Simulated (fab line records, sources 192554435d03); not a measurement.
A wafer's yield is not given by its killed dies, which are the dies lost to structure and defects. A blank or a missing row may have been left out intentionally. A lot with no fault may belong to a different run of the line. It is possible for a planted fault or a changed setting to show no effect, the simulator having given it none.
Which tool did it? / flow n5Finfet / 57 wafers from 19 lots sampled at 5 of the route's 1938 steps

WHAT THE GAUGES SHOWED, per wafer
N5_BEOL_M14_OVL_MEAS_29.
lot=L074; measured=day 12 20:47; on=overlay-01; M14_OVL (nm)=-11 -8 -13
lot=L076; measured=day 12 23:39; on=overlay-01; M14_OVL (nm)=-6 -7 3
lot=L082; measured=day 13 14:25; on=overlay-02; M14_OVL (nm)=-5 -4 -2
lot=L081; measured=day 13 15:22; on=overlay-01; M14_OVL (nm)=-8 -18 -11
lot=L077; measured=day 13 15:55; on=overlay-01; M14_OVL (nm)=-8 -10 -10
lot=L080; measured=day 14 01:33; on=overlay-02; M14_OVL (nm)=-8 -2 -4
lot=L078; measured=day 14 13:46; on=overlay-01; M14_OVL (nm)=-4 -5 0
lot=L084; measured=day 14 19:56; on=overlay-01; M14_OVL (nm)=-14 -9 -7
lot=L083; measured=day 14 23:30; on=overlay-02; M14_OVL (nm)=-5 -8 -3
lot=L085; measured=day 15 06:55; on=overlay-01; M14_OVL (nm)=-5 4 -2
lot=L089; measured=day 16 00:11; on=overlay-01; M14_OVL (nm)=-11 -8 -8
lot=L088; measured=day 16 00:32; on=overlay-01; M14_OVL (nm)=4 -3 3
lot=L087; measured=day 16 02:13; on=overlay-02; M14_OVL (nm)=-13 -6 -11
lot=L090; measured=day 16 04:17; on=overlay-01; M14_OVL (nm)=-7 0 3
lot=L092; measured=day 16 21:53; on=overlay-01; M14_OVL (nm)=4 5 -5
lot=L094; measured=day 16 22:07; on=overlay-01; M14_OVL (nm)=-6 -1 4
lot=L093; measured=day 16 23:38; on=overlay-01; M14_OVL (nm)=-7 -4 -4
lot=L096; measured=day 17 21:14; on=overlay-01; M14_OVL (nm)=-5 -9 -7
lot=L097; measured=day 18 01:17; on=overlay-01; M14_OVL (nm)=5 -6 2

N5_BEOL_M14_OCD_MEAS_35.
lot=L074; measured=day 12 21:58; on=ocd-01; trenchDepthNm (nm)=551 537 545
lot=L076; measured=day 13 00:26; on=ocd-01; trenchDepthNm (nm)=565 524 569
lot=L082; measured=day 13 15:07; on=ocd-01; trenchDepthNm (nm)=564 571 572
lot=L081; measured=day 13 16:05; on=ocd-02; trenchDepthNm (nm)=571 575 565
lot=L077; measured=day 13 16:41; on=ocd-02; trenchDepthNm (nm)=548 564 549
lot=L080; measured=day 14 02:20; on=ocd-02; trenchDepthNm (nm)=550 554 548
lot=L078; measured=day 14 14:28; on=ocd-01; trenchDepthNm (nm)=568 562 566
lot=L084; measured=day 14 20:36; on=ocd-02; trenchDepthNm (nm)=529 548 532
lot=L083; measured=day 15 00:18; on=ocd-02; trenchDepthNm (nm)=559 576 548
lot=L085; measured=day 15 07:46; on=ocd-01; trenchDepthNm (nm)=553 568 550
lot=L089; measured=day 16 00:52; on=ocd-01; trenchDepthNm (nm)=560 545 542
lot=L088; measured=day 16 01:17; on=ocd-01; trenchDepthNm (nm)=568 568 562
lot=L087; measured=day 16 03:06; on=ocd-01; trenchDepthNm (nm)=566 558 564
lot=L090; measured=day 16 05:17; on=ocd-02; trenchDepthNm (nm)=561 572 566
lot=L092; measured=day 16 22:45; on=ocd-01; trenchDepthNm (nm)=535 573 530
lot=L094; measured=day 16 22:49; on=ocd-02; trenchDepthNm (nm)=546 553 568
lot=L093; measured=day 17 00:33; on=ocd-01; trenchDepthNm (nm)=566 568 567
lot=L096; measured=day 17 21:54; on=ocd-01; trenchDepthNm (nm)=549 552 555
lot=L097; measured=day 18 02:19; on=ocd-02; trenchDepthNm (nm)=562 563 567

WHICH TOOL RAN EACH LOT (tool, then ch and the chambers of the sampled wafers, then the start)
lot=L074; N5_BEOL_M12_ETCH_59=rieDiel-01 ch 1,2,3, day 12 08:07; N5_BEOL_M13_ETCH_67=rieDiel-02 ch 0,1,3, day 12 15:16; N5_BEOL_M14_ETCH_59=rieDiel-01 ch 0,1,2, day 12 20:01
lot=L076; N5_BEOL_M12_ETCH_59=rieDiel-06 ch 1,3, day 12 12:11; N5_BEOL_M13_ETCH_67=rieDiel-02 ch 2,3, day 12 19:20; N5_BEOL_M14_ETCH_59=rieDiel-06 ch 0,3, day 12 22:53
lot=L082; N5_BEOL_M12_ETCH_59=rieDiel-06 ch 0,3, day 12 18:34; N5_BEOL_M13_ETCH_67=rieDiel-02 ch 0,2,3, day 13 05:47; N5_BEOL_M14_ETCH_59=rieDiel-03 ch 1,2, day 13 13:39
lot=L081; N5_BEOL_M12_ETCH_59=rieDiel-06 ch 2,3, day 12 19:37; N5_BEOL_M13_ETCH_67=rieDiel-02 ch 0,1, day 13 07:40; N5_BEOL_M14_ETCH_59=rieDiel-03 ch 0,2,3, day 13 14:29
lot=L077; N5_BEOL_M12_ETCH_59=rieDiel-06 ch 2,3, day 12 20:02; N5_BEOL_M13_ETCH_67=rieDiel-02 ch 1,3, day 13 08:39; N5_BEOL_M14_ETCH_59=rieDiel-06 ch 1,2, day 13 15:10
lot=L080; N5_BEOL_M12_ETCH_59=rieDiel-03 ch 0,2,3, day 12 22:22; N5_BEOL_M13_ETCH_67=rieDiel-04 ch 2,3, day 13 12:45; N5_BEOL_M14_ETCH_59=rieDiel-06 ch 0,2, day 14 00:47
lot=L078; N5_BEOL_M12_ETCH_59=rieDiel-06 ch 2,3, day 14 00:11; N5_BEOL_M13_ETCH_67=rieDiel-05 ch 0,1,3, day 14 08:12; N5_BEOL_M14_ETCH_59=rieDiel-06 ch 1,2,3, day 14 13:01
lot=L084; N5_BEOL_M12_ETCH_59=rieDiel-03 ch 2,3, day 14 07:37; N5_BEOL_M13_ETCH_67=rieDiel-02 ch 0,1, day 14 15:13; N5_BEOL_M14_ETCH_59=rieDiel-03 ch 0,3, day 14 19:10
lot=L083; N5_BEOL_M12_ETCH_59=rieDiel-01 ch 0,2,3, day 14 08:29; N5_BEOL_M13_ETCH_67=rieDiel-02 ch 0,1,3, day 14 17:52; N5_BEOL_M14_ETCH_59=rieDiel-06 ch 0,1, day 14 22:37
lot=L085; N5_BEOL_M12_ETCH_59=rieDiel-01 ch 0,2,3, day 14 09:32; N5_BEOL_M13_ETCH_67=rieDiel-02 ch 1,2,3, day 14 18:25; N5_BEOL_M14_ETCH_59=rieDiel-01 ch 0,3, day 15 06:00
lot=L089; N5_BEOL_M12_ETCH_59=rieDiel-01 ch 1,2,3, day 15 08:16; N5_BEOL_M13_ETCH_67=rieDiel-02 ch 0,3, day 15 14:46; N5_BEOL_M14_ETCH_59=rieDiel-03 ch 0,2, day 15 23:19
lot=L088; N5_BEOL_M12_ETCH_59=rieDiel-06 ch 0,1,3, day 15 08:52; N5_BEOL_M13_ETCH_67=rieDiel-02 ch 0,2,3, day 15 15:59; N5_BEOL_M14_ETCH_59=rieDiel-03 ch 0,1,3, day 15 23:40
lot=L087; N5_BEOL_M12_ETCH_59=rieDiel-01 ch 1,2, day 15 09:32; N5_BEOL_M13_ETCH_67=rieDiel-04 ch 1,3, day 15 17:31; N5_BEOL_M14_ETCH_59=rieDiel-03 ch 1,2,3, day 16 01:28
lot=L090; N5_BEOL_M12_ETCH_59=rieDiel-03 ch 0,2, day 15 16:19; N5_BEOL_M13_ETCH_67=rieDiel-05 ch 0,2,3, day 15 23:34; N5_BEOL_M14_ETCH_59=rieDiel-03 ch 2,3, day 16 03:23
lot=L092; N5_BEOL_M12_ETCH_59=rieDiel-06 ch 0,2,3, day 16 04:11; N5_BEOL_M13_ETCH_67=rieDiel-02 ch 1,2, day 16 14:09; N5_BEOL_M14_ETCH_59=rieDiel-03 ch 0,2, day 16 21:08
lot=L094; N5_BEOL_M12_ETCH_59=rieDiel-03 ch 1,3, day 16 09:01; N5_BEOL_M13_ETCH_67=rieDiel-04 ch 1,2,3, day 16 14:32; N5_BEOL_M14_ETCH_59=rieDiel-01 ch 0,1,2, day 16 21:14
lot=L093; N5_BEOL_M12_ETCH_59=rieDiel-06 ch 0,1, day 16 09:21; N5_BEOL_M13_ETCH_67=rieDiel-04 ch 0,2,3, day 16 17:19; N5_BEOL_M14_ETCH_59=rieDiel-01 ch 1,3, day 16 22:53
lot=L096; N5_BEOL_M12_ETCH_59=rieDiel-01 ch 0,1, day 17 09:01; N5_BEOL_M13_ETCH_67=rieDiel-04 ch 1,2, day 17 15:40; N5_BEOL_M14_ETCH_59=rieDiel-01 ch 0,1,3, day 17 20:20
lot=L097; N5_BEOL_M12_ETCH_59=rieDiel-03 ch 1,2,3, day 17 09:31; N5_BEOL_M13_ETCH_67=rieDiel-02 ch 1,3, day 17 19:53; N5_BEOL_M14_ETCH_59=rieDiel-06 ch 1,2,3, day 18 00:25
- N5_BEOL_M12_ETCH_59: etches BARC in N2/H2, target depth 89 nm, overetch 26.7 nm, time 67.9 s.
- N5_BEOL_M13_ETCH_67: etches SiARC in CF4, target depth 143 nm, time 238.3 s.
- N5_BEOL_M14_ETCH_59: etches BARC in N2/H2, target depth 89 nm, overetch 26.7 nm, time 67.9 s.

WHAT THE TOOLS THEMSELVES READ (means of the sampled wafers that have a number; where no wafer has one, the mark that the record gives instead)
N5_BEOL_M12_ETCH_59.
lot=L074; tool=rieDiel-01; biasW (W)=149.8; chamberPressureMTorr (mTorr)=29.985; drypumpMotorCurrentA (A)=6.0; h2FlowSccm (sccm)=200.8; oesProductAu (a.u.)=0.72; rfVppV (V)=522.6; showerheadPlenumPTorr (Torr)=2.46; throttleValvePct (%)=17.61
lot=L076; tool=rieDiel-06; biasW (W)=150.0; chamberPressureMTorr (mTorr)=29.987; drypumpMotorCurrentA (A)=5.9; h2FlowSccm (sccm)=199.6; oesProductAu (a.u.)=0.73; rfVppV (V)=523.1; showerheadPlenumPTorr (Torr)=2.49; throttleValvePct (%)=17.87
lot=L082; tool=rieDiel-06; biasW (W)=149.9; chamberPressureMTorr (mTorr)=29.998; drypumpMotorCurrentA (A)=5.9; h2FlowSccm (sccm)=200.3; oesProductAu (a.u.)=0.75; rfVppV (V)=523.2; showerheadPlenumPTorr (Torr)=2.47; throttleValvePct (%)=17.71
lot=L081; tool=rieDiel-06; biasW (W)=150.4; chamberPressureMTorr (mTorr)=30.005; drypumpMotorCurrentA (A)=5.3; h2FlowSccm (sccm)=199.7; oesProductAu (a.u.)=0.76; rfVppV (V)=524.4; showerheadPlenumPTorr (Torr)=2.55; throttleValvePct (%)=18.03
lot=L077; tool=rieDiel-06; biasW (W)=150.2; chamberPressureMTorr (mTorr)=30.012; drypumpMotorCurrentA (A)=5.3; h2FlowSccm (sccm)=199.9; oesProductAu (a.u.)=0.75; rfVppV (V)=523.9; showerheadPlenumPTorr (Torr)=2.55; throttleValvePct (%)=18.02
lot=L080; tool=rieDiel-03; biasW (W)=149.7; chamberPressureMTorr (mTorr)=30.037; drypumpMotorCurrentA (A)=5.6; h2FlowSccm (sccm)=200.6; oesProductAu (a.u.)=0.68; rfVppV (V)=524.8; showerheadPlenumPTorr (Torr)=2.57; throttleValvePct (%)=18.01
lot=L078; tool=rieDiel-06; biasW (W)=149.9; chamberPressureMTorr (mTorr)=29.995; drypumpMotorCurrentA (A)=5.6; h2FlowSccm (sccm)=199.6; oesProductAu (a.u.)=0.75; rfVppV (V)=522.7; showerheadPlenumPTorr (Torr)=2.52; throttleValvePct (%)=17.92
lot=L084; tool=rieDiel-03; biasW (W)=150.1; chamberPressureMTorr (mTorr)=29.975; drypumpMotorCurrentA (A)=5.8; h2FlowSccm (sccm)=199.7; oesProductAu (a.u.)=0.73; rfVppV (V)=526.8; showerheadPlenumPTorr (Torr)=2.66; throttleValvePct (%)=17.95
lot=L083; tool=rieDiel-01; biasW (W)=149.7; chamberPressureMTorr (mTorr)=29.988; drypumpMotorCurrentA (A)=5.6; h2FlowSccm (sccm)=199.5; oesProductAu (a.u.)=0.71; rfVppV (V)=521.5; showerheadPlenumPTorr (Torr)=2.46; throttleValvePct (%)=17.78
lot=L085; tool=rieDiel-01; biasW (W)=150.1; chamberPressureMTorr (mTorr)=30.008; drypumpMotorCurrentA (A)=5.6; h2FlowSccm (sccm)=200.2; oesProductAu (a.u.)=0.71; rfVppV (V)=522.0; showerheadPlenumPTorr (Torr)=2.46; throttleValvePct (%)=17.77
lot=L089; tool=rieDiel-01; biasW (W)=150.5; chamberPressureMTorr (mTorr)=30.041; drypumpMotorCurrentA (A)=6.1; h2FlowSccm (sccm)=199.9; oesProductAu (a.u.)=0.70; rfVppV (V)=520.9; showerheadPlenumPTorr (Torr)=2.45; throttleValvePct (%)=17.66
lot=L088; tool=rieDiel-06; biasW (W)=149.7; chamberPressureMTorr (mTorr)=29.990; drypumpMotorCurrentA (A)=5.9; h2FlowSccm (sccm)=200.2; oesProductAu (a.u.)=0.72; rfVppV (V)=522.4; showerheadPlenumPTorr (Torr)=2.45; throttleValvePct (%)=17.70
lot=L087; tool=rieDiel-01; biasW (W)=150.0; chamberPressureMTorr (mTorr)=29.993; drypumpMotorCurrentA (A)=6.0; h2FlowSccm (sccm)=200.0; oesProductAu (a.u.)=0.71; rfVppV (V)=521.6; showerheadPlenumPTorr (Torr)=2.45; throttleValvePct (%)=17.74
lot=L090; tool=rieDiel-03; biasW (W)=150.1; chamberPressureMTorr (mTorr)=30.028; drypumpMotorCurrentA (A)=5.4; h2FlowSccm (sccm)=200.0; oesProductAu (a.u.)=0.64; rfVppV (V)=522.8; showerheadPlenumPTorr (Torr)=2.51; throttleValvePct (%)=18.02
lot=L092; tool=rieDiel-06; biasW (W)=149.9; chamberPressureMTorr (mTorr)=29.985; drypumpMotorCurrentA (A)=5.5; h2FlowSccm (sccm)=200.7; oesProductAu (a.u.)=0.69; rfVppV (V)=522.0; showerheadPlenumPTorr (Torr)=2.48; throttleValvePct (%)=17.88
lot=L094; tool=rieDiel-03; biasW (W)=150.7; chamberPressureMTorr (mTorr)=30.000; drypumpMotorCurrentA (A)=5.8; h2FlowSccm (sccm)=200.4; oesProductAu (a.u.)=0.65; rfVppV (V)=524.1; showerheadPlenumPTorr (Torr)=2.56; throttleValvePct (%)=17.96
lot=L093; tool=rieDiel-06; biasW (W)=149.8; chamberPressureMTorr (mTorr)=30.025; drypumpMotorCurrentA (A)=5.7; h2FlowSccm (sccm)=199.5; oesProductAu (a.u.)=0.66; rfVppV (V)=520.8; showerheadPlenumPTorr (Torr)=2.43; throttleValvePct (%)=17.64
lot=L096; tool=rieDiel-01; biasW (W)=150.5; chamberPressureMTorr (mTorr)=30.029; drypumpMotorCurrentA (A)=5.3; h2FlowSccm (sccm)=200.4; oesProductAu (a.u.)=0.72; rfVppV (V)=522.2; showerheadPlenumPTorr (Torr)=2.47; throttleValvePct (%)=17.84
lot=L097; tool=rieDiel-03; biasW (W)=150.1; chamberPressureMTorr (mTorr)=29.999; drypumpMotorCurrentA (A)=5.8; h2FlowSccm (sccm)=200.1; oesProductAu (a.u.)=0.68; rfVppV (V)=524.9; showerheadPlenumPTorr (Torr)=2.60; throttleValvePct (%)=17.86

N5_BEOL_M13_ETCH_67.
lot=L074; tool=rieDiel-02; biasW (W)=35.94; chamberPressureMTorr (mTorr)=39.98; drypumpMotorCurrentA (A)=5.55; etchRfOnTimeS (s)=243; mfcArSccm (sccm)=99.61; oesProductAu (a.u.)=0.71; rfVppV (V)=184.5; showerheadPlenumPTorr (Torr)=2.11; throttleValvePct (%)=15.50
lot=L076; tool=rieDiel-02; biasW (W)=36.05; chamberPressureMTorr (mTorr)=40.02; drypumpMotorCurrentA (A)=5.60; etchRfOnTimeS (s)=235; mfcArSccm (sccm)=99.96; oesProductAu (a.u.)=0.78; rfVppV (V)=184.5; showerheadPlenumPTorr (Torr)=2.16; throttleValvePct (%)=15.34
lot=L082; tool=rieDiel-02; biasW (W)=35.97; chamberPressureMTorr (mTorr)=39.99; drypumpMotorCurrentA (A)=5.50; etchRfOnTimeS (s)=241; mfcArSccm (sccm)=100.19; oesProductAu (a.u.)=0.71; rfVppV (V)=183.4; showerheadPlenumPTorr (Torr)=2.11; throttleValvePct (%)=15.53
lot=L081; tool=rieDiel-02; biasW (W)=35.95; chamberPressureMTorr (mTorr)=39.98; drypumpMotorCurrentA (A)=5.63; etchRfOnTimeS (s)=244; mfcArSccm (sccm)=99.96; oesProductAu (a.u.)=0.72; rfVppV (V)=184.1; showerheadPlenumPTorr (Torr)=2.14; throttleValvePct (%)=15.39
lot=L077; tool=rieDiel-02; biasW (W)=36.04; chamberPressureMTorr (mTorr)=40.01; drypumpMotorCurrentA (A)=5.59; etchRfOnTimeS (s)=236; mfcArSccm (sccm)=100.01; oesProductAu (a.u.)=0.77; rfVppV (V)=183.3; showerheadPlenumPTorr (Torr)=2.12; throttleValvePct (%)=15.44
lot=L080; tool=rieDiel-04; biasW (W)=35.92; chamberPressureMTorr (mTorr)=39.98; drypumpMotorCurrentA (A)=5.67; etchRfOnTimeS (s)=236; mfcArSccm (sccm)=100.13; oesProductAu (a.u.)=0.71; rfVppV (V)=182.6; showerheadPlenumPTorr (Torr)=2.08; throttleValvePct (%)=15.50
lot=L078; tool=rieDiel-05; biasW (W)=35.99; chamberPressureMTorr (mTorr)=40.00; drypumpMotorCurrentA (A)=5.57; etchRfOnTimeS (s)=240; mfcArSccm (sccm)=99.78; oesProductAu (a.u.)=0.69; rfVppV (V)=184.0; showerheadPlenumPTorr (Torr)=2.19; throttleValvePct (%)=15.59
lot=L084; tool=rieDiel-02; biasW (W)=36.02; chamberPressureMTorr (mTorr)=39.99; drypumpMotorCurrentA (A)=5.49; etchRfOnTimeS (s)=246; mfcArSccm (sccm)=100.03; oesProductAu (a.u.)=0.64; rfVppV (V)=182.8; showerheadPlenumPTorr (Torr)=2.08; throttleValvePct (%)=15.63
lot=L083; tool=rieDiel-02; biasW (W)=35.91; chamberPressureMTorr (mTorr)=39.99; drypumpMotorCurrentA (A)=5.54; etchRfOnTimeS (s)=243; mfcArSccm (sccm)=100.12; oesProductAu (a.u.)=0.69; rfVppV (V)=182.8; showerheadPlenumPTorr (Torr)=2.10; throttleValvePct (%)=15.54
lot=L085; tool=rieDiel-02; biasW (W)=35.90; chamberPressureMTorr (mTorr)=40.02; drypumpMotorCurrentA (A)=5.66; etchRfOnTimeS (s)=238; mfcArSccm (sccm)=100.12; oesProductAu (a.u.)=0.75; rfVppV (V)=184.1; showerheadPlenumPTorr (Torr)=2.15; throttleValvePct (%)=15.35
lot=L089; tool=rieDiel-02; biasW (W)=35.95; chamberPressureMTorr (mTorr)=40.04; drypumpMotorCurrentA (A)=5.36; etchRfOnTimeS (s)=244; mfcArSccm (sccm)=100.32; oesProductAu (a.u.)=0.63; rfVppV (V)=182.7; showerheadPlenumPTorr (Torr)=2.05; throttleValvePct (%)=15.78
lot=L088; tool=rieDiel-02; biasW (W)=35.95; chamberPressureMTorr (mTorr)=40.01; drypumpMotorCurrentA (A)=5.47; etchRfOnTimeS (s)=241; mfcArSccm (sccm)=99.86; oesProductAu (a.u.)=0.68; rfVppV (V)=183.3; showerheadPlenumPTorr (Torr)=2.10; throttleValvePct (%)=15.59
lot=L087; tool=rieDiel-04; biasW (W)=36.02; chamberPressureMTorr (mTorr)=39.98; drypumpMotorCurrentA (A)=5.77; etchRfOnTimeS (s)=241; mfcArSccm (sccm)=99.73; oesProductAu (a.u.)=0.66; rfVppV (V)=184.8; showerheadPlenumPTorr (Torr)=2.23; throttleValvePct (%)=15.65
lot=L090; tool=rieDiel-05; biasW (W)=35.90; chamberPressureMTorr (mTorr)=39.99; drypumpMotorCurrentA (A)=5.82; etchRfOnTimeS (s)=241; mfcArSccm (sccm)=100.15; oesProductAu (a.u.)=0.65; rfVppV (V)=184.1; showerheadPlenumPTorr (Torr)=2.17; throttleValvePct (%)=15.61
lot=L092; tool=rieDiel-02; biasW (W)=36.11; chamberPressureMTorr (mTorr)=39.99; drypumpMotorCurrentA (A)=5.73; etchRfOnTimeS (s)=239; mfcArSccm (sccm)=100.27; oesProductAu (a.u.)=0.73; rfVppV (V)=184.4; showerheadPlenumPTorr (Torr)=2.18; throttleValvePct (%)=15.27
lot=L094; tool=rieDiel-04; biasW (W)=35.98; chamberPressureMTorr (mTorr)=40.04; drypumpMotorCurrentA (A)=5.72; etchRfOnTimeS (s)=239; mfcArSccm (sccm)=100.12; oesProductAu (a.u.)=0.70; rfVppV (V)=185.1; showerheadPlenumPTorr (Torr)=2.19; throttleValvePct (%)=15.53
lot=L093; tool=rieDiel-04; biasW (W)=36.10; chamberPressureMTorr (mTorr)=40.00; drypumpMotorCurrentA (A)=5.64; etchRfOnTimeS (s)=242; mfcArSccm (sccm)=100.06; oesProductAu (a.u.)=0.69; rfVppV (V)=183.4; showerheadPlenumPTorr (Torr)=2.16; throttleValvePct (%)=15.65
lot=L096; tool=rieDiel-04; biasW (W)=35.89; chamberPressureMTorr (mTorr)=40.03; drypumpMotorCurrentA (A)=5.84; etchRfOnTimeS (s)=238; mfcArSccm (sccm)=100.00; oesProductAu (a.u.)=0.67; rfVppV (V)=183.3; showerheadPlenumPTorr (Torr)=2.13; throttleValvePct (%)=15.46
lot=L097; tool=rieDiel-02; biasW (W)=35.87; chamberPressureMTorr (mTorr)=39.98; drypumpMotorCurrentA (A)=5.62; etchRfOnTimeS (s)=239; mfcArSccm (sccm)=100.08; oesProductAu (a.u.)=0.70; rfVppV (V)=183.6; showerheadPlenumPTorr (Torr)=2.11; throttleValvePct (%)=15.52

N5_BEOL_M14_ETCH_59.
lot=L074; tool=rieDiel-01; biasW (W)=150.3; chamberPressureMTorr (mTorr)=29.979; drypumpMotorCurrentA (A)=5.6; h2FlowSccm (sccm)=199.3; oesProductAu (a.u.)=0.75; rfVppV (V)=522.2; showerheadPlenumPTorr (Torr)=2.47; throttleValvePct (%)=17.75
lot=L076; tool=rieDiel-06; biasW (W)=149.9; chamberPressureMTorr (mTorr)=29.959; drypumpMotorCurrentA (A)=5.8; h2FlowSccm (sccm)=200.0; oesProductAu (a.u.)=0.70; rfVppV (V)=521.3; showerheadPlenumPTorr (Torr)=2.44; throttleValvePct (%)=17.64
lot=L082; tool=rieDiel-03; biasW (W)=149.8; chamberPressureMTorr (mTorr)=30.003; drypumpMotorCurrentA (A)=5.9; h2FlowSccm (sccm)=200.0; oesProductAu (a.u.)=0.75; rfVppV (V)=526.2; showerheadPlenumPTorr (Torr)=2.62; throttleValvePct (%)=17.53
lot=L081; tool=rieDiel-03; biasW (W)=150.5; chamberPressureMTorr (mTorr)=30.012; drypumpMotorCurrentA (A)=5.6; h2FlowSccm (sccm)=199.9; oesProductAu (a.u.)=0.67; rfVppV (V)=523.9; showerheadPlenumPTorr (Torr)=2.56; throttleValvePct (%)=18.02
lot=L077; tool=rieDiel-06; biasW (W)=150.2; chamberPressureMTorr (mTorr)=30.015; drypumpMotorCurrentA (A)=5.5; h2FlowSccm (sccm)=199.7; oesProductAu (a.u.)=0.78; rfVppV (V)=522.8; showerheadPlenumPTorr (Torr)=2.51; throttleValvePct (%)=17.81
lot=L080; tool=rieDiel-06; biasW (W)=149.8; chamberPressureMTorr (mTorr)=30.024; drypumpMotorCurrentA (A)=5.5; h2FlowSccm (sccm)=199.9; oesProductAu (a.u.)=0.66; rfVppV (V)=521.8; showerheadPlenumPTorr (Torr)=2.47; throttleValvePct (%)=17.77
lot=L078; tool=rieDiel-06; biasW (W)=149.5; chamberPressureMTorr (mTorr)=30.012; drypumpMotorCurrentA (A)=5.5; h2FlowSccm (sccm)=200.0; oesProductAu (a.u.)=0.75; rfVppV (V)=523.0; showerheadPlenumPTorr (Torr)=2.51; throttleValvePct (%)=17.88
lot=L084; tool=rieDiel-03; biasW (W)=149.5; chamberPressureMTorr (mTorr)=29.999; drypumpMotorCurrentA (A)=5.6; h2FlowSccm (sccm)=199.3; oesProductAu (a.u.)=0.62; rfVppV (V)=522.4; showerheadPlenumPTorr (Torr)=2.51; throttleValvePct (%)=18.16
lot=L083; tool=rieDiel-06; biasW (W)=149.3; chamberPressureMTorr (mTorr)=30.008; drypumpMotorCurrentA (A)=5.7; h2FlowSccm (sccm)=199.7; oesProductAu (a.u.)=0.68; rfVppV (V)=521.5; showerheadPlenumPTorr (Torr)=2.44; throttleValvePct (%)=17.62
lot=L085; tool=rieDiel-01; biasW (W)=150.3; chamberPressureMTorr (mTorr)=30.010; drypumpMotorCurrentA (A)=5.3; h2FlowSccm (sccm)=200.1; oesProductAu (a.u.)=0.72; rfVppV (V)=522.6; showerheadPlenumPTorr (Torr)=2.47; throttleValvePct (%)=17.83
lot=L089; tool=rieDiel-03; biasW (W)=149.6; chamberPressureMTorr (mTorr)=29.980; drypumpMotorCurrentA (A)=5.4; h2FlowSccm (sccm)=200.2; oesProductAu (a.u.)=0.63; rfVppV (V)=522.8; showerheadPlenumPTorr (Torr)=2.51; throttleValvePct (%)=18.02
lot=L088; tool=rieDiel-03; biasW (W)=150.0; chamberPressureMTorr (mTorr)=30.018; drypumpMotorCurrentA (A)=5.6; h2FlowSccm (sccm)=200.1; oesProductAu (a.u.)=0.64; rfVppV (V)=522.7; showerheadPlenumPTorr (Torr)=2.51; throttleValvePct (%)=17.92
lot=L087; tool=rieDiel-03; biasW (W)=150.1; chamberPressureMTorr (mTorr)=29.956; drypumpMotorCurrentA (A)=5.8; h2FlowSccm (sccm)=199.3; oesProductAu (a.u.)=0.70; rfVppV (V)=525.6; showerheadPlenumPTorr (Torr)=2.61; throttleValvePct (%)=17.83
lot=L090; tool=rieDiel-03; biasW (W)=149.9; chamberPressureMTorr (mTorr)=30.034; drypumpMotorCurrentA (A)=5.8; h2FlowSccm (sccm)=199.6; oesProductAu (a.u.)=0.66; rfVppV (V)=525.4; showerheadPlenumPTorr (Torr)=2.60; throttleValvePct (%)=18.09
lot=L092; tool=rieDiel-03; biasW (W)=149.9; chamberPressureMTorr (mTorr)=29.980; drypumpMotorCurrentA (A)=5.7; h2FlowSccm (sccm)=200.2; oesProductAu (a.u.)=0.76; rfVppV (V)=528.6; showerheadPlenumPTorr (Torr)=2.70; throttleValvePct (%)=17.80
lot=L094; tool=rieDiel-01; biasW (W)=149.8; chamberPressureMTorr (mTorr)=29.991; drypumpMotorCurrentA (A)=5.6; h2FlowSccm (sccm)=200.6; oesProductAu (a.u.)=0.71; rfVppV (V)=522.2; showerheadPlenumPTorr (Torr)=2.46; throttleValvePct (%)=17.80
lot=L093; tool=rieDiel-01; biasW (W)=150.4; chamberPressureMTorr (mTorr)=29.973; drypumpMotorCurrentA (A)=6.2; h2FlowSccm (sccm)=199.3; oesProductAu (a.u.)=0.69; rfVppV (V)=521.8; showerheadPlenumPTorr (Torr)=2.45; throttleValvePct (%)=17.59
lot=L096; tool=rieDiel-01; biasW (W)=150.4; chamberPressureMTorr (mTorr)=30.003; drypumpMotorCurrentA (A)=5.8; h2FlowSccm (sccm)=200.1; oesProductAu (a.u.)=0.70; rfVppV (V)=521.7; showerheadPlenumPTorr (Torr)=2.45; throttleValvePct (%)=17.74
lot=L097; tool=rieDiel-06; biasW (W)=150.1; chamberPressureMTorr (mTorr)=30.022; drypumpMotorCurrentA (A)=5.5; h2FlowSccm (sccm)=200.3; oesProductAu (a.u.)=0.71; rfVppV (V)=522.9; showerheadPlenumPTorr (Torr)=2.49; throttleValvePct (%)=17.93

THE ANSWER, worked out from the rows above alone
Rule: the lots themselves supply what counts as usual. The widest of any qualifying gaps counts: lots, ordered by their means at a reading, are off when they make up no more than a third of the lots, leave a main group of 4 or more, and stand apart from it by 3 or more times the standard deviation of that group's means. The tables above print the reading to a certain number of digits; a main group whose means all agree to those digits is not used. Also off: a lot with no number at a reading for which 4 or more lots have one. Any other lot the step has rows for is counted as sound. The gauges are gone through in route order, then the tools' own readings, and for those a lot's mean is taken as printed above. The first step at which some lot is off is used, and at that step the reading that is off furthest; a lot without a number counts as furthest.
Across all readings shown, no lot is off: no conclusion can be drawn from this.

WHAT THE SIMULATOR HAD INSERTED
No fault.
